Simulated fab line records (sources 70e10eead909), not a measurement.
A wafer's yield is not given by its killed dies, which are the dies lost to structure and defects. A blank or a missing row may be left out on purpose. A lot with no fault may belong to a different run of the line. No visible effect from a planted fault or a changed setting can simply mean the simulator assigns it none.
Chamber matching	flow nand_harc	4 sister chambers for NHARC_P_M1_ETCH_28 on rie_diel-09
The step etches the open film in CF4/N2, target depth 30 nm, time 72.99 s. 17 wafers are shown with their chamber, then 8 later ones without.

== EACH WAFER AND ITS CHAMBER ==
wafer	chamber	showerhead_plenum_p_Torr (Torr)	drypump_motor_current_A (A)	rf_vpp_V (V)
L408.2	0	2.63	5.4	314.2
L408.3	3	2.82	6.1	318.9
L408.6	1	2.74	5.8	315.1
L409.3	0	2.63	5.4	314.2
L409.4	3	2.82	6.1	317.4
L409.6	1	2.74	5.8	316.6
L411.1	0	2.63	5.5	313.1
L411.4	2	2.75	6.1	316.9
L411.5	0	2.63	5.5	312.8
L412.1	1	2.74	5.8	315.8
L412.3	0	2.63	5.5	314.8
L412.5	0	2.63	5.5	313.4
L414.1	2	2.75	6.1	316.4
L414.2	1	2.74	5.8	316.4
L414.5	2	2.75	6.1	316.9
L417.2	0	2.63	5.4	313.1
L417.3	1	2.73	5.8	314.4

SIGNATURES (means of the wafers above)
reading	chamber 0	chamber 1	chamber 2	chamber 3	scatter within a chamber
showerhead_plenum_p_Torr	2.6300	2.7380	2.7500	2.8200	0.00248
drypump_motor_current_A	5.457	5.800	6.100	6.100	0.0363
rf_vpp_V	313.657	315.660	316.733	318.150	0.783
Rule: a wafer's distance from a chamber is the root of the sum, over the readings, of the square of ((its reading less the chamber's mean) divided by the reading's scatter). If the next closest chamber is less than 2 further off than the closest, the wafer can't be placed; otherwise it belongs to the closest. The scatter: take each reading less its chamber's mean, square it, sum over the shown wafers, divide by the number of wafers less the number of chambers, and take the root.

== WAFERS WITHOUT THEIR CHAMBER ==
wafer	showerhead_plenum_p_Torr (Torr)	drypump_motor_current_A (A)	rf_vpp_V (V)
L417.4	2.82	6.1	317.8
L418.1	2.75	6.1	317.0
L418.2	2.82	6.1	318.9
L418.6	2.82	6.1	315.7
L429.2	2.73	5.8	315.2
L429.6	2.82	6.1	318.6
L430.3	2.75	6.1	316.4
L430.6	2.82	6.1	317.9

== WHICH CHAMBER EACH WENT THROUGH ==
wafer	from the rows above	in truth
L417.4	3	3
L418.1	2	2
L418.2	3	3
L418.6	3	3
L429.2	1	1
L429.6	3	3
L430.3	2	2
L430.6	3	3
Correct placement for 8 of the 8. Number that these rows cannot place: 0. Wrongly placed: 0.
